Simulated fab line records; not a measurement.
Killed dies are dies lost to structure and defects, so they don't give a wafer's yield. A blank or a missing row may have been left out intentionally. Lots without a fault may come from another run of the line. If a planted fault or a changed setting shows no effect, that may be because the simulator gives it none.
fab line records | flow n5Finfet | part 1 of 2: steps 1 to 14 of 25
record lots=5 | wafers=15 | lastDay=17
route steps=1938 shown FIN_CUT@164 STI_FIN_REVEAL@183
lots untouched by any fault: they come from a run of this same line in which no faults occurred
startH: start of the lot's first displayed wafer, in hours after the record's first day | waitH: time in hours since the lot's previous step | " unchanged from the row above | L1.1+2: several wafers, shown together as one row | - no value, or no start given | * or withheld: withheld | < > ~ a bound
route shown NAME@n: names a module that has steps shown in the file, with the first one's number in the route | usual: average and standard deviation across the fault-free wafers | same: alike in all rows | chamber/n: place in a boat | sites: readings site by site | _std_site: the standard deviation of these | _edge_site: inner sites' mean taken away from outer sites' mean | radiusMm: how far each site lies from the wafer's centre | mask NAME#n: copy n | behind: tool/chamber where the wafer was last shaped | hold: what put the lot on hold/how long, in hours/how the hold closed | device: whichever transistor did not switch (one of n, p or np) | end of line: tests of these same wafers at the route's end | a step without rows: its recipe alone | killed: the dies lost at the first sort to structure and to defects; this is not the yield of the wafer | map: the dies of a wafer, with x for killed, . for not killed, _ for no die there
set.NAME: the setting as run; set.NAME@STEP: as run at that earlier step | model.NAME: the simulator's own value behind a step, which no gauge read
lots at some steps of the route; a table a step, a row a wafer
services: a tool's chamber out of use, with start hour (startH, from the record's first day; less than 0 if before it), hours out, and reason
## steps
# step N5_FIN_CUT_OVL_MEAS_09
# recipe pointsPerWafer=522
# usual FIN_CUT_OVL=-0.6/0.74
lot.wafer | tool       | chamber | startH | waitH | FIN_CUT_OVL[nm]
L075.1    | overlay-02 | 0       | 34.97  | 0.0   | 0.0
L075.3    | "          | 0       | "      | "     | 0.1
L075.5    | "          | 0       | "      | "     | 0.4
L078.2    | overlay-02 | 0       | 52.67  | 0.0   | -0.5
L078.4    | "          | 0       | "      | "     | -0.1
L078.6    | "          | 0       | "      | "     | -0.4
L086.4    | overlay-02 | 0       | 103.17 | 0.0   | -0.5
L086.5    | "          | 0       | "      | "     | -1.5
L086.6    | "          | 0       | "      | "     | -1.6
L087.1    | overlay-02 | 0       | 106.20 | 0.0   | 0.8
L087.3    | "          | 0       | "      | "     | 0.6
L087.5    | "          | 0       | "      | "     | -0.9
L088.2    | overlay-02 | 0       | 113.25 | 0.0   | -0.6
L088.5    | "          | 0       | "      | "     | -0.2
L088.6    | "          | 0       | "      | "     | -1.0
# step N5_FIN_CUT_INSPECT_10
# recipe mode=adi | inspectInstrument=brightfield
# usual rawDefectCount=40/12
lot.wafer | tool             | chamber | startH | waitH | rawDefectCount
L075.1    | defectInspect-02 | -       | 35.03  | 0.1   | 44
L075.3    | "                | -       | "      | "     | 34
L075.5    | "                | -       | "      | "     | 33
L078.2    | defectInspect-01 | -       | 52.72  | 0.0   | 59
L078.4    | "                | -       | "      | "     | 44
L078.6    | "                | -       | "      | "     | 50
L086.4    | defectInspect-02 | -       | 103.22 | 0.0   | 38
L086.5    | "                | -       | "      | "     | 37
L086.6    | "                | -       | "      | "     | 32
L087.1    | defectInspect-02 | -       | 106.26 | 0.1   | 54
L087.3    | "                | -       | "      | "     | 30
L087.5    | "                | -       | "      | "     | 58
L088.2    | defectInspect-02 | -       | 113.30 | 0.0   | 53
L088.5    | "                | -       | "      | "     | 44
L088.6    | "                | -       | "      | "     | 27
# step N5_FIN_CUT_DESCUM_13
# recipe chemistry=O2 | timeS=7 | sourcePowerW=50 | biasPowerW=20 | pressureMtorr=20 | rfFrequencyHz=2.712e+07 | tempC=40 | resist=CAR-EUV | o2FlowSccm=225
# usual drypumpMotorCurrentA=6.1/0.46 | oesProductAu=0.76/0.049 | rfVppV=242.5/1.5 | showerheadPlenumPTorr=2.05/0.088 | throttleValvePct=20.52/0.2
lot.wafer | tool       | chamber | startH | waitH | drypumpMotorCurrentA | oesProductAu | rfHoursCounterH | rfVppV | showerheadPlenumPTorr | throttleValvePct
L075.1    | rieDiel-06 | 2       | 35.23  | 0.2   | 5.6                  | 0.76         | 123             | 244.3  | 2.19                  | 20.44
L075.3    | "          | 1       | "      | "     | 6.0                  | 0.84         | 67              | 240.7  | 1.95                  | 20.21
L075.5    | "          | 3       | "      | "     | 6.7                  | 0.74         | -               | 243.1  | 1.99                  | 20.52
L078.2    | rieDiel-06 | 0       | 52.76  | 0.0   | 6.0                  | 0.71         | 207             | 242.6  | 2.08                  | 20.42
L078.4    | "          | 1       | "      | "     | 6.0                  | 0.84         | 73              | 240.5  | 1.95                  | 20.19
L078.6    | "          | 0       | "      | "     | 6.0                  | 0.71         | -               | 242.8  | 2.08                  | 20.43
L086.4    | rieDiel-02 | 2       | 103.27 | 0.0   | 6.6                  | 0.81         | -               | 241.4  | 1.95                  | 20.47
L086.5    | "          | 0       | "      | "     | 6.8                  | 0.71         | -               | 243.0  | 1.99                  | 20.34
L086.6    | "          | 1       | "      | "     | 5.5                  | 0.79         | -               | 244.9  | 2.20                  | 20.46
L087.1    | rieDiel-06 | 1       | 106.29 | 0.0   | 6.0                  | 0.82         | 89              | 241.7  | 1.94                  | 20.22
L087.3    | "          | 0       | "      | "     | 6.0                  | 0.70         | 223             | 242.3  | 2.07                  | 20.44
L087.5    | "          | 0       | "      | "     | 6.0                  | 0.70         | -               | 243.5  | 2.07                  | 20.44
L088.2    | rieDiel-02 | 0       | 113.33 | 0.0   | 6.8                  | 0.71         | 239             | 241.2  | 1.99                  | 20.33
L088.5    | "          | 0       | "      | "     | 6.7                  | 0.71         | -               | 241.9  | 1.99                  | 20.33
L088.6    | "          | 3       | "      | "     | 6.2                  | 0.74         | -               | 241.6  | 2.01                  | 20.87
# step N5_FIN_CUT_ETCH_30
# recipe chemistry=N2/H2 | target=underlayer | targetDepthA=130 | maskMaterial=CAR-EUV | timeS=10.4 | ionEnergyEv=200 | pressureMtorr=30 | sourceW=840 | biasW=150 | n2FlowSccm=200 | h2FlowSccm=200 | ends=cleared
# usual drypumpMotorCurrentA=6.1/0.47 | etchRfOnTimeS=10.57/0.16 | oesProductAu=0.64/0.043 | rfVppV=522/3 | showerheadPlenumPTorr=2.49/0.1 | throttleValvePct=17.92/0.24
lot.wafer | tool       | chamber | startH | waitH | drypumpMotorCurrentA | etchRfOnTimeS | oesProductAu | rfHoursCounterH | rfVppV | showerheadPlenumPTorr | throttleValvePct
L075.1    | rieDiel-06 | 2       | 35.26  | 0.0   | 5.6                  | 10.94         | 0.64         | 123             | 528    | 2.66                  | 17.87
L075.3    | "          | 1       | "      | "     | 6.0                  | 10.51         | 0.71         | 67              | 520    | 2.37                  | 17.59
L075.5    | "          | 3       | "      | "     | 6.7                  | 10.53         | 0.64         | -               | 521    | 2.44                  | 18.10
L078.2    | rieDiel-06 | 0       | 52.79  | 0.0   | 6.0                  | 10.49         | 0.61         | 207             | 522    | 2.51                  | 17.72
L078.4    | "          | 1       | "      | "     | 6.0                  | 10.50         | 0.71         | 73              | 519    | 2.37                  | 17.63
L078.6    | "          | 0       | "      | "     | 6.0                  | 10.53         | 0.61         | -               | 522    | 2.52                  | 17.72
L086.4    | rieDiel-02 | 2       | 103.30 | 0.0   | 6.7                  | 10.64         | 0.69         | -               | 518    | 2.37                  | 17.87
L086.5    | "          | 0       | "      | "     | 6.8                  | 10.61         | 0.60         | -               | 521    | 2.39                  | 17.66
L086.6    | "          | 1       | "      | "     | 5.5                  | 10.77         | 0.65         | -               | 526    | 2.65                  | 17.74
L087.1    | rieDiel-06 | 1       | 106.33 | 0.0   | 6.0                  | 10.50         | 0.69         | 89              | 518    | 2.37                  | 17.65
L087.3    | "          | 0       | "      | "     | 6.0                  | 10.62         | 0.60         | 223             | 522    | 2.51                  | 17.75
L087.5    | "          | 0       | "      | "     | 6.0                  | 10.70         | 0.60         | -               | 524    | 2.51                  | 17.73
L088.2    | rieDiel-02 | 0       | 113.37 | 0.0   | 6.8                  | 10.69         | 0.60         | 239             | 519    | 2.38                  | 17.69
L088.5    | "          | 0       | "      | "     | 6.8                  | 10.51         | 0.59         | -               | 519    | 2.38                  | 17.68
L088.6    | "          | 3       | "      | "     | 6.2                  | 10.44         | 0.63         | -               | 522    | 2.44                  | 18.31
# step N5_FIN_CUT_ETCH_20
# recipe chemistry=CF4 | target=SiARC | targetDepthA=260 | maskMaterial=CAR-EUV | timeS=43.3 | ionEnergyEv=80 | pressureMtorr=40 | sourceW=545 | biasW=36 | Ar_flow_sccm=100 | cf4FlowSccm=100 | ends=cleared
# usual drypumpMotorCurrentA=6.1/0.47 | etchRfOnTimeS=44.1/0.6 | oesProductAu=0.64/0.042 | rfVppV=183.5/1.2 | showerheadPlenumPTorr=2.10/0.086 | throttleValvePct=15.66/0.22
lot.wafer | tool       | chamber | startH | waitH | drypumpMotorCurrentA | etchRfOnTimeS | oesProductAu | rfHoursCounterH | rfVppV | showerheadPlenumPTorr | throttleValvePct
L075.1    | rieDiel-06 | 2       | 35.28  | 0.0   | 5.6                  | 45.0          | 0.65         | 123             | 183.0  | 2.24                  | 15.65
L075.3    | "          | 1       | "      | "     | 6.0                  | 43.9          | 0.71         | 67              | 182.0  | 2.00                  | 15.33
L075.5    | "          | 3       | "      | "     | 6.6                  | 43.5          | 0.63         | -               | 182.6  | 2.03                  | 15.69
L078.2    | rieDiel-06 | 0       | 52.81  | 0.0   | 6.0                  | 43.8          | 0.61         | 207             | 184.1  | 2.12                  | 15.60
L078.4    | "          | 1       | "      | "     | 6.0                  | 44.1          | 0.71         | 73              | 182.3  | 1.99                  | 15.34
L078.6    | "          | 0       | "      | "     | 6.0                  | 44.1          | 0.60         | -               | 183.7  | 2.12                  | 15.62
L086.4    | rieDiel-02 | 2       | 103.33 | 0.0   | 6.6                  | 44.0          | 0.69         | -               | 182.8  | 2.00                  | 15.56
L086.5    | "          | 0       | "      | "     | 6.7                  | 43.9          | 0.60         | -               | 182.8  | 2.02                  | 15.47
L086.6    | "          | 1       | "      | "     | 5.5                  | 45.0          | 0.65         | -               | 185.3  | 2.23                  | 15.51
L087.1    | rieDiel-06 | 1       | 106.35 | 0.0   | 6.0                  | 43.5          | 0.69         | 89              | 183.5  | 1.99                  | 15.37
L087.3    | "          | 0       | "      | "     | 6.0                  | 43.6          | 0.60         | 223             | 182.7  | 2.12                  | 15.65
L087.5    | "          | 0       | "      | "     | 6.0                  | 43.8          | 0.60         | -               | 184.8  | 2.12                  | 15.65
L088.2    | rieDiel-02 | 0       | 113.39 | 0.0   | 6.7                  | 44.3          | 0.61         | 239             | 183.5  | 2.02                  | 15.49
L088.5    | "          | 0       | "      | "     | 6.7                  | 43.8          | 0.60         | -               | 184.0  | 2.02                  | 15.48
L088.6    | "          | 3       | "      | "     | 6.2                  | 42.9          | 0.63         | -               | 182.8  | 2.06                  | 15.99
# step N5_FIN_CUT_ETCH_21
# recipe chemistry=N2/H2 | target=SOC | targetDepthA=2190 | overetchA=438 | maskMaterial=SiARC | tempC=40 | ionEnergyEv=100 | biasW=61 | timeS=523.5 | pressureMtorr=30 | sourceW=850 | n2FlowSccm=200 | h2FlowSccm=200
# usual drypumpMotorCurrentA=6.1/0.47 | oesProductAu=0.70/0.045 | rfVppV=240.1/1.7 | showerheadPlenumPTorr=2.49/0.1 | throttleValvePct=17.87/0.24
lot.wafer | tool       | chamber | startH | waitH | drypumpMotorCurrentA | oesProductAu | rfHoursCounterH | rfVppV | showerheadPlenumPTorr | throttleValvePct
L075.1    | rieDiel-06 | 2       | 35.32  | 0.0   | 5.6                  | 0.71         | 123             | 242.5  | 2.66                  | 17.83
L075.3    | "          | 1       | "      | "     | 6.0                  | 0.78         | 68              | 238.2  | 2.37                  | 17.57
L075.5    | "          | 3       | "      | "     | 6.7                  | 0.68         | -               | 238.1  | 2.44                  | 18.05
L078.2    | rieDiel-06 | 0       | 52.85  | 0.0   | 6.0                  | 0.66         | 207             | 241.2  | 2.51                  | 17.68
L078.4    | "          | 1       | "      | "     | 6.0                  | 0.77         | 73              | 238.5  | 2.37                  | 17.56
L078.6    | "          | 0       | "      | "     | 6.0                  | 0.66         | -               | 240.4  | 2.52                  | 17.68
L086.4    | rieDiel-02 | 2       | 103.50 | 0.2   | 6.7                  | 0.75         | -               | 236.4  | 2.37                  | 17.84
L086.5    | "          | 0       | "      | "     | 6.8                  | 0.66         | -               | 238.9  | 2.39                  | 17.63
L086.6    | "          | 1       | "      | "     | 5.5                  | 0.72         | -               | 243.1  | 2.65                  | 17.69
L087.1    | rieDiel-06 | 1       | 106.39 | 0.0   | 6.0                  | 0.76         | 89              | 239.6  | 2.37                  | 17.61
L087.3    | "          | 0       | "      | "     | 6.0                  | 0.65         | 224             | 240.0  | 2.51                  | 17.72
L087.5    | "          | 0       | "      | "     | 6.0                  | 0.66         | -               | 241.4  | 2.51                  | 17.70
L088.2    | rieDiel-02 | 0       | 113.43 | 0.0   | 6.8                  | 0.65         | 239             | 238.1  | 2.38                  | 17.62
L088.5    | "          | 0       | "      | "     | 6.8                  | 0.65         | -               | 238.2  | 2.38                  | 17.63
L088.6    | "          | 3       | "      | "     | 6.2                  | 0.69         | -               | 238.9  | 2.44                  | 18.25
# step N5_FIN_CUT_STRIP_23
# recipe chemistry=N2/H2 | tempC=40 | n2FlowSccm=200 | h2FlowSccm=200 | rfFrequencyHz=6e+07
lot.wafer  | tool       | chamber | startH | waitH
L075.1+3+5 | rieDiel-06 | 2,1,3   | 35.62  | 0.2
L078.2+4+6 | rieDiel-06 | 0,1,0   | 53.15  | 0.2
L086.4+5+6 | rieDiel-02 | 2,0,1   | 103.65 | 0.0
L087.1+3+5 | rieDiel-06 | 1,0,0   | 106.69 | 0.2
L088.2+5+6 | rieDiel-02 | 0,0,3   | 113.73 | 0.2
# step N5_FIN_CUT_STRIP_31
# recipe chemistry=N2/H2 | tempC=40 | n2FlowSccm=200 | h2FlowSccm=200 | rfFrequencyHz=6e+07
lot.wafer  | tool       | chamber | startH | waitH
L075.1+3+5 | rieDiel-06 | 2,1,3   | 35.63  | 0.0
L078.2+4+6 | rieDiel-06 | 0,1,0   | 53.16  | 0.0
L086.4+5+6 | rieDiel-02 | 2,0,1   | 103.66 | 0.0
L087.1+3+5 | rieDiel-06 | 1,0,0   | 106.70 | 0.0
L088.2+5+6 | rieDiel-02 | 0,0,3   | 113.74 | 0.0
# step N5_FIN_CUT_STRIP_24
# recipe chemistry=CF4 | resist=SiARC | powerW=300 | biasPowerW=75 | pressureMtorr=50 | cf4FlowSccm=150 | rfFrequencyHz=6e+07
# usual drypumpMotorCurrentA=6.1/0.46 | oesProductAu=0.75/0.048 | rfVppV=270.4/1.8 | showerheadPlenumPTorr=1.76/0.075 | throttleValvePct=13.64/0.23
lot.wafer | tool       | chamber | startH | waitH | drypumpMotorCurrentA | oesProductAu | rfHoursCounterH | rfVppV | showerheadPlenumPTorr | throttleValvePct
L075.1    | rieDiel-06 | 2       | 35.64  | 0.0   | 5.6                  | 0.76         | 123             | 273.7  | 1.89                  | 13.66
L075.3    | "          | 1       | "      | "     | 6.0                  | 0.83         | 68              | 268.8  | 1.66                  | 13.26
L075.5    | "          | 3       | "      | "     | 6.6                  | 0.73         | -               | 270.0  | 1.71                  | 13.72
L078.2    | rieDiel-06 | 0       | 53.17  | 0.0   | 6.0                  | 0.71         | 207             | 271.8  | 1.78                  | 13.64
L078.4    | "          | 1       | "      | "     | 6.0                  | 0.83         | 73              | 267.9  | 1.66                  | 13.29
L078.6    | "          | 0       | "      | "     | 6.0                  | 0.71         | -               | 270.7  | 1.78                  | 13.65
L086.4    | rieDiel-02 | 2       | 103.68 | 0.0   | 6.6                  | 0.81         | -               | 269.5  | 1.67                  | 13.49
L086.5    | "          | 0       | "      | "     | 6.7                  | 0.70         | -               | 269.8  | 1.69                  | 13.47
L086.6    | "          | 1       | "      | "     | 5.5                  | 0.77         | -               | 272.3  | 1.86                  | 13.48
L087.1    | rieDiel-06 | 1       | 106.71 | 0.0   | 6.0                  | 0.80         | 89              | 269.1  | 1.66                  | 13.31
L087.3    | "          | 0       | "      | "     | 6.0                  | 0.70         | 224             | 271.0  | 1.78                  | 13.69
L087.5    | "          | 0       | "      | "     | 6.0                  | 0.70         | -               | 271.1  | 1.78                  | 13.69
L088.2    | rieDiel-02 | 0       | 113.75 | 0.0   | 6.8                  | 0.70         | 240             | 270.2  | 1.69                  | 13.48
L088.5    | "          | 0       | "      | "     | 6.8                  | 0.70         | -               | 268.2  | 1.69                  | 13.47
L088.6    | "          | 3       | "      | "     | 6.2                  | 0.74         | -               | 270.5  | 1.73                  | 13.92
# step N5_FIN_CUT_CUT_ETCH_26
# recipe chemistry=CH3F/O2 | target=SiNx | targetDepthA=390 | maskMaterial=SOC | timeS=55.7 | pressureMtorr=30 | sourceW=395 | biasW=73 | Ar_flow_sccm=150 | CH3F_flow_sccm=30 | O2_flow_sccm=20 | ionEnergyEv=120
# usual O2_flow_sccm=20.01/0.064 | drypumpMotorCurrentA=6.1/0.47 | oesProductAu=0.75/0.049 | rfVppV=297/3.9 | showerheadPlenumPTorr=1.96/0.082 | throttleValvePct=16.41/0.19
lot.wafer | tool       | chamber | startH | waitH | O2_flow_sccm | drypumpMotorCurrentA | oesProductAu | rfHoursCounterH | rfVppV | showerheadPlenumPTorr | throttleValvePct
L075.1    | rieDiel-06 | 2       | 35.66  | 0.0   | 19.97        | 5.6                  | 0.76         | 123             | 304    | 2.09                  | 16.35
L075.3    | "          | 1       | "      | "     | 20.06        | 6.0                  | 0.84         | 68              | 303    | 1.87                  | 16.14
L075.5    | "          | 3       | "      | "     | 20.00        | 6.6                  | 0.74         | -               | 296    | 1.89                  | 16.44
L078.2    | rieDiel-06 | 0       | 53.19  | 0.0   | 20.02        | 6.0                  | 0.72         | 207             | 298    | 1.98                  | 16.34
L078.4    | "          | 1       | "      | "     | 20.01        | 6.0                  | 0.84         | 73              | 303    | 1.87                  | 16.16
L078.6    | "          | 0       | "      | "     | 20.08        | 6.0                  | 0.72         | -               | 297    | 1.98                  | 16.32
L086.4    | rieDiel-02 | 2       | 103.71 | 0.0   | 20.02        | 6.7                  | 0.81         | -               | 296    | 1.87                  | 16.38
L086.5    | "          | 0       | "      | "     | 20.06        | 6.8                  | 0.71         | -               | 291    | 1.90                  | 16.26
L086.6    | "          | 1       | "      | "     | 20.00        | 5.5                  | 0.77         | -               | 302    | 2.09                  | 16.30
L087.1    | rieDiel-06 | 1       | 106.73 | 0.0   | 20.02        | 6.0                  | 0.81         | 89              | 303    | 1.86                  | 16.19
L087.3    | "          | 0       | "      | "     | 19.99        | 6.0                  | 0.70         | 224             | 298    | 1.97                  | 16.36
L087.5    | "          | 0       | "      | "     | 19.94        | 6.0                  | 0.69         | -               | 297    | 1.97                  | 16.39
L088.2    | rieDiel-02 | 0       | 113.77 | 0.0   | 20.00        | 6.8                  | 0.70         | 240             | 292    | 1.89                  | 16.28
L088.5    | "          | 0       | "      | "     | 20.10        | 6.8                  | 0.71         | -               | 290    | 1.89                  | 16.27
L088.6    | "          | 3       | "      | "     | 20.05        | 6.2                  | 0.74         | -               | 296    | 1.91                  | 16.70
# step N5_FIN_CUT_CUT_ETCH_27
# recipe chemistry=CHF3/O2 | target=SiO2 | targetDepthA=40 | maskMaterial=SOC | overetchA=20 | timeS=4.9 | pressureMtorr=30 | sourceW=650 | biasW=170 | Ar_flow_sccm=200 | CHF3_flow_sccm=50 | O2_flow_sccm=5 | ionEnergyEv=200
# usual O2_flow_sccm=5.000/0.015 | drypumpMotorCurrentA=6.1/0.47 | oesProductAu=0.60/0.038 | rfVppV=524/7 | showerheadPlenumPTorr=2.36/0.096 | throttleValvePct=18.86/0.19
lot.wafer | tool       | chamber | startH | waitH | O2_flow_sccm | drypumpMotorCurrentA | oesProductAu | rfHoursCounterH | rfVppV | showerheadPlenumPTorr | throttleValvePct
L075.1    | rieDiel-06 | 2       | 35.71  | 0.0   | 5.020        | 5.6                  | 0.61         | 123             | 531    | 2.51                  | 18.77
L075.3    | "          | 1       | "      | "     | 4.997        | 6.0                  | 0.67         | 68              | 536    | 2.26                  | 18.61
L075.5    | "          | 3       | "      | "     | 4.982        | 6.7                  | 0.59         | -               | 521    | 2.28                  | 18.86
L078.2    | rieDiel-06 | 0       | 53.24  | 0.0   | 5.021        | 6.0                  | 0.57         | 207             | 524    | 2.38                  | 18.73
L078.4    | "          | 1       | "      | "     | 5.009        | 6.0                  | 0.66         | 73              | 535    | 2.25                  | 18.61
L078.6    | "          | 0       | "      | "     | 5.011        | 6.0                  | 0.57         | -               | 524    | 2.38                  | 18.74
L086.4    | rieDiel-02 | 2       | 103.76 | 0.0   | 5.029        | 6.6                  | 0.64         | -               | 520    | 2.25                  | 18.84
L086.5    | "          | 0       | "      | "     | 4.990        | 6.7                  | 0.57         | -               | 513    | 2.29                  | 18.71
L086.6    | "          | 1       | "      | "     | 5.005        | 5.6                  | 0.62         | -               | 532    | 2.52                  | 18.80
L087.1    | rieDiel-06 | 1       | 106.78 | 0.0   | 5.003        | 6.0                  | 0.65         | 89              | 535    | 2.25                  | 18.65
L087.3    | "          | 0       | "      | "     | 5.020        | 6.0                  | 0.56         | 224             | 524    | 2.37                  | 18.77
L087.5    | "          | 0       | "      | "     | 5.014        | 6.0                  | 0.56         | -               | 522    | 2.37                  | 18.76
L088.2    | rieDiel-02 | 0       | 113.82 | 0.0   | 4.995        | 6.8                  | 0.57         | 240             | 514    | 2.29                  | 18.71
L088.5    | "          | 0       | "      | "     | 5.008        | 6.8                  | 0.56         | -               | 513    | 2.29                  | 18.73
L088.6    | "          | 3       | "      | "     | 5.024        | 6.2                  | 0.59         | -               | 520    | 2.31                  | 19.17
# step N5_FIN_CUT_PRECLEAN_35
# recipe timeS=13.3 | tempC=45 | pressureTorr=125 | pHfTorr=3 | pCoreactantTorr=25 | chemistry=vHF
# usual drypumpMotorCurrentA=5.59/0.16
lot.wafer | tool         | chamber | startH | waitH | drypumpMotorCurrentA
L075.1    | vaporEtch-01 | 0       | 35.78  | 0.0   | 5.70
L075.3    | "            | 0       | "      | "     | 5.70
L075.5    | "            | 1       | "      | "     | 5.72
L078.2    | vaporEtch-02 | 0       | 53.31  | 0.0   | 5.31
L078.4    | "            | 1       | "      | "     | 5.60
L078.6    | "            | 0       | "      | "     | 5.31
L086.4    | vaporEtch-02 | 0       | 103.82 | 0.0   | 5.32
L086.5    | "            | 1       | "      | "     | 5.59
L086.6    | "            | 0       | "      | "     | 5.35
L087.1    | vaporEtch-02 | 0       | 106.84 | 0.0   | 5.32
L087.3    | "            | 0       | "      | "     | 5.33
L087.5    | "            | 0       | "      | "     | 5.33
L088.2    | vaporEtch-01 | 1       | 113.88 | 0.0   | 5.71
L088.5    | "            | 0       | "      | "     | 5.69
L088.6    | "            | 1       | "      | "     | 5.72
# step N5_FIN_CUT_CUT_ETCH_15
# recipe chemistry=HBr/Cl2/O2 | target=Si | targetDepthA=1000 | btTimeS=10 | maskMaterial=SOC | timeS=42.4 | ionEnergyEv=* | biasW=* | pressureMtorr=10 | icpW=800 | HBr_flow_sccm=150 | Cl2_flow_sccm=80 | O2_flow_sccm=12
# usual HBr_flow_sccm=150.0/0.42 | O2_flow_sccm=12.00/0.037 | drypumpMotorCurrentA=5.5/0.48 | oesProductAu=0.998/0.016 | throttleValvePct=37.2/0.31
# same btTimeS=10
lot.wafer | tool     | chamber | startH | waitH | HBr_flow_sccm | O2_flow_sccm | drypumpMotorCurrentA | oesProductAu | rfHoursCounterH | throttleValvePct
L075.1    | rieSi-04 | 0       | 35.86  | 0.1   | 150.1         | 12.01        | 5.9                  | 1.028        | 114             | 37.7
L075.3    | "        | 1       | "      | "     | 149.8         | 11.99        | 5.7                  | 0.996        | 41              | 37.7
L075.5    | "        | 1       | "      | "     | 149.8         | 12.00        | 5.7                  | 0.984        | -               | 37.7
L078.2    | rieSi-04 | 3       | 53.39  | 0.1   | 150.1         | 12.03        | 5.4                  | 0.988        | 52              | 37.1
L078.4    | "        | 1       | "      | "     | 150.2         | 12.04        | 5.7                  | 0.991        | 42              | 37.7
L078.6    | "        | 0       | "      | "     | 149.5         | 12.03        | 5.9                  | 1.026        | -               | 37.7
L086.4    | rieSi-02 | 3       | 103.88 | 0.0   | 149.3         | 12.02        | 4.8                  | 0.998        | 13              | 37.2
L086.5    | "        | 1       | "      | "     | 149.7         | 11.98        | 5.0                  | 1.018        | -               | 37.2
L086.6    | "        | 2       | "      | "     | 149.6         | 11.99        | 5.5                  | 0.999        | -               | 37.2
L087.1    | rieSi-04 | 1       | 106.92 | 0.1   | 149.6         | 11.95        | 5.7                  | 0.986        | 42              | 37.7
L087.3    | "        | 2       | "      | "     | 149.7         | 11.97        | 5.8                  | 0.983        | 73              | 36.8
L087.5    | "        | 3       | "      | "     | 150.5         | 11.94        | 5.4                  | 0.992        | -               | 37.1
L088.2    | rieSi-02 | 3       | 113.96 | 0.1   | 150.0         | 11.95        | 4.8                  | 1.005        | 13              | 37.2
L088.5    | "        | 2       | "      | "     | 149.6         | 12.00        | 5.5                  | 0.995        | -               | 37.2
L088.6    | "        | 3       | "      | "     | 149.7         | 11.95        | 4.8                  | 1.005        | -               | 37.2
# step N5_FIN_CUT_CUT_ETCH_28
# recipe chemistry=HBr/Cl2/O2 | target=Si | targetDepthA=60 | maskMaterial=SOC | timeS=2.4 | ionEnergyEv=* | biasW=* | pressureMtorr=10 | icpW=800 | HBr_flow_sccm=150 | Cl2_flow_sccm=80 | O2_flow_sccm=12
# usual HBr_flow_sccm=150.0/0.46 | O2_flow_sccm=12.00/0.04 | drypumpMotorCurrentA=5.5/0.48 | oesProductAu=0.998/0.016 | throttleValvePct=37.2/0.31
lot.wafer | tool     | chamber | startH | waitH | HBr_flow_sccm | O2_flow_sccm | drypumpMotorCurrentA | oesProductAu | rfHoursCounterH | throttleValvePct
L075.1    | rieSi-04 | 0       | 35.91  | 0.0   | 150.4         | 11.98        | 5.9                  | 1.036        | 114             | 37.7
L075.3    | "        | 1       | "      | "     | 149.8         | 12.02        | 5.6                  | 0.987        | 41              | 37.7
L075.5    | "        | 1       | "      | "     | 149.3         | 12.00        | 5.6                  | 0.981        | -               | 37.7
L078.2    | rieSi-04 | 3       | 53.44  | 0.0   | 149.6         | 12.01        | 5.4                  | 0.983        | 52              | 37.1
L078.4    | "        | 1       | "      | "     | 150.1         | 12.03        | 5.7                  | 0.988        | 42              | 37.7
L078.6    | "        | 0       | "      | "     | 149.4         | 11.99        | 5.9                  | 1.018        | -               | 37.7
L086.4    | rieSi-02 | 3       | 103.94 | 0.0   | 149.5         | 12.01        | 4.8                  | 0.999        | 13              | 37.2
L086.5    | "        | 1       | "      | "     | 150.0         | 12.02        | 4.9                  | 1.018        | -               | 37.2
L086.6    | "        | 2       | "      | "     | 149.9         | 12.06        | 5.5                  | 0.987        | -               | 37.2
L087.1    | rieSi-04 | 1       | 106.98 | 0.0   | 150.7         | 11.97        | 5.7                  | 0.984        | 43              | 37.7
L087.3    | "        | 2       | "      | "     | 149.7         | 12.04        | 5.8                  | 0.977        | 73              | 36.7
L087.5    | "        | 3       | "      | "     | 150.3         | 11.97        | 5.4                  | 0.984        | -               | 37.1
L088.2    | rieSi-02 | 3       | 114.02 | 0.0   | 149.2         | 12.03        | 4.8                  | 0.994        | 13              | 37.2
L088.5    | "        | 2       | "      | "     | 150.3         | 12.01        | 5.5                  | 0.991        | -               | 37.2
L088.6    | "        | 3       | "      | "     | 149.4         | 12.10        | 4.8                  | 1.001        | -               | 37.2
